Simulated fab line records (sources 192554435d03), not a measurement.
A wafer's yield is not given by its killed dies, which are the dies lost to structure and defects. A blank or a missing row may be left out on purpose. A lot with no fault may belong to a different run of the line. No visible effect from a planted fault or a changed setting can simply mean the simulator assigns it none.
A lot that was struck, set against a sound lot / flow n5_finfet / 16 steps out of a route of 1938
Sound: the wafers L898.1, L898.3, L898.4. Struck: wafer L910.1 (left out: L910.4, a lot-mate that was not struck); the cause follows at the end.
Each step with rows lists, per side, the tool, then ch with its chambers, then its first start. Under that, the readings that differ: sound wafers / struck wafers / difference of the means / sigmas: that difference in standard deviations of wafers without a fault.
alike: readings with means less than 2 such deviations apart, plus words and numbers identical on both sides. not compared: withheld readings, readings lacking a value on some wafer, bounds such as >300 that could conceal the same value, and numbers that have no deviation in the record and whose values overlap.
Wherever a step has rows on one side only, a row that says differs or no value, or a row with sigmas, the two part there. Numbers that have no deviation but don't overlap get no sigmas and don't part them. A reading missing from all wafers of one side parts the sides only when that side holds two or more wafers.

first, 3 steps without rows for these wafers: N5_MOL_CONTACT_COAG_ETCH_106 (etches SOC in N2/H2, target depth 80 nm, overetch 16 nm, time 120 s); N5_MOL_CONTACT_COAG_STRIP_107 (strips in N2/H2); N5_MOL_CONTACT_COAG_STRIP_108 (strips in N2/H2).
N5_MOL_CONTACT_COAG_CONTACT_ETCH_14: etches SiO2 in C4F6/O2, target depth 27.5 nm, overetch 8.5 nm, time 20 s.
  sound on rie_diel-01 ch 1,2,3, day 6 21:35; struck on rie_diel-04 ch 2, day 9 22:02
  alike: drypump_motor_current_A, oes_product_au, rf_vpp_V, showerhead_plenum_p_Torr, throttle_valve_pct
  not compared: rf_hours_counter_h
then, 1 step without rows for these wafers: N5_MOL_CONTACT_COAG_STRIP_109 (strips in C4F6/O2).
N5_MOL_CONTACT_COAG_ETCH_15: etches SiNx in CH3F/O2, stops on Si:P, target depth 7 nm.
  sound on rie_diel-01 ch 1,2,3, day 6 21:37; struck on rie_diel-04 ch 2, day 9 22:05
  alike: drypump_motor_current_A, oes_product_au, rf_vpp_V, showerhead_plenum_p_Torr, throttle_valve_pct
  not compared: rf_hours_counter_h
N5_MOL_CONTACT_COAG_ETCH_110: etches Si in CF4/O2, target depth 2.5 nm, time 8 s.
  sound on rie_diel-01 ch 1,2,3, day 6 21:40; struck on rie_diel-04 ch 2, day 9 22:08
  alike: drypump_motor_current_A, oes_product_au, rf_vpp_V, showerhead_plenum_p_Torr, throttle_valve_pct
  not compared: rf_hours_counter_h
then, 1 step without rows for these wafers: N5_MOL_CONTACT_COAG_STRIP_98 (strips in N2/H2).
N5_MOL_CONTACT_COAG_CD_MEAS_99 targets a cd of 17.2 nm.
  sound: cd_sem-03 at day 6 21:47; struck: cd_sem-03 at day 9 22:16
  alike: cd_nm
then, 2 steps without rows for these wafers: N5_MOL_CONTACT_COAG_IMPLANT_129; N5_MOL_CONTACT_COAG_PRECLEAN_111 (cleans in NF3:NH3, afs cycles 1, time 20 s, sublimation time 60 s).
N5_MOL_CONTACT_COAG_TI_SIL_19: material Ti, target thk 4.2 nm, time 15 s.
  sound: pvd_sputter-03 at day 6 22:16; struck: pvd_sputter-03 at day 9 22:46
  alike: throttle_valve_pct
N5_MOL_CONTACT_COAG_ALD_20: deposits TiN, target thk 1.5 nm, pulse time 1 s, purge time 3 s.
  sound on ald_metal-02 ch 0,1,3, day 6 22:23; struck on ald_metal-01 ch 2, day 9 22:54
reading=ald_cycles; sound=68 68 68; struck=43; difference=-25; sigmas=
reading=precursor_pulse_height_rel; sound=0.996 1.000 1.039; struck=0.955; difference=-0.057; sigmas=-3
reading=model.TiN_of_MOL_CONTACT_COAG_ALD_20.thk_nm (nm); sound=1.4 1.6 1.6; struck=1; difference=-1; sigmas=
  alike: heater_power_w
N5_MOL_CONTACT_COAG_SIL_ANNEAL_21: time 60 s.
  sound on rtp_anneal-01 ch 0, day 6 22:52; struck on rtp_anneal-01 ch 0, day 9 23:16
  alike: lamp_power_pct, lamp_zone_2_pct, wafer_temp_C_max
-- a jump in the record: the struck wafers' starts before and after are 4 days apart (it breaks off in module MOL_CONTACT_COAG and resumes in module BEOL_M4, where the first step shown is number 1111 of the route) --
N5_BEOL_M4_RC_MEAS_101:
  sound on prober-02 ch 0, day 10 18:38; struck on prober-01 ch 0, day 13 21:14
reading=IOFF_N (nA/um); sound=0.206 0.191 0.196; struck=0.138; difference=-0.060; sigmas=-2
reading=ION_N (uA/um); sound=683 694 684; struck=666; difference=-21; sigmas=-2
reading=SS_N (mV/dec); sound=72.3 71.6 72.0; struck=70.7; difference=-1.3; sigmas=-3
reading=VT_N (mV); sound=246.6 244.8 244.2; struck=252.5; difference=+7.3; sigmas=+3
  alike: DIBL_N, DIBL_P, IOFF_P, ION_P, SS_P, VT_P
N5_PASSIVATION_PROBE_49:
  rows exist in the record for the sound wafers here (prober-01, day 15 10:19), none for the struck ones

== WHERE THEY PART ==
Earliest at N5_MOL_CONTACT_COAG_ALD_20; latest, in this record, at N5_PASSIVATION_PROBE_49.

WHY: what had been put in by the simulator
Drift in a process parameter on ald_metal-01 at N5_MOL_CONTACT_COAG_ALD_20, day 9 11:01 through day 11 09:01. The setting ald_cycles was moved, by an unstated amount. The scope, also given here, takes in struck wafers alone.
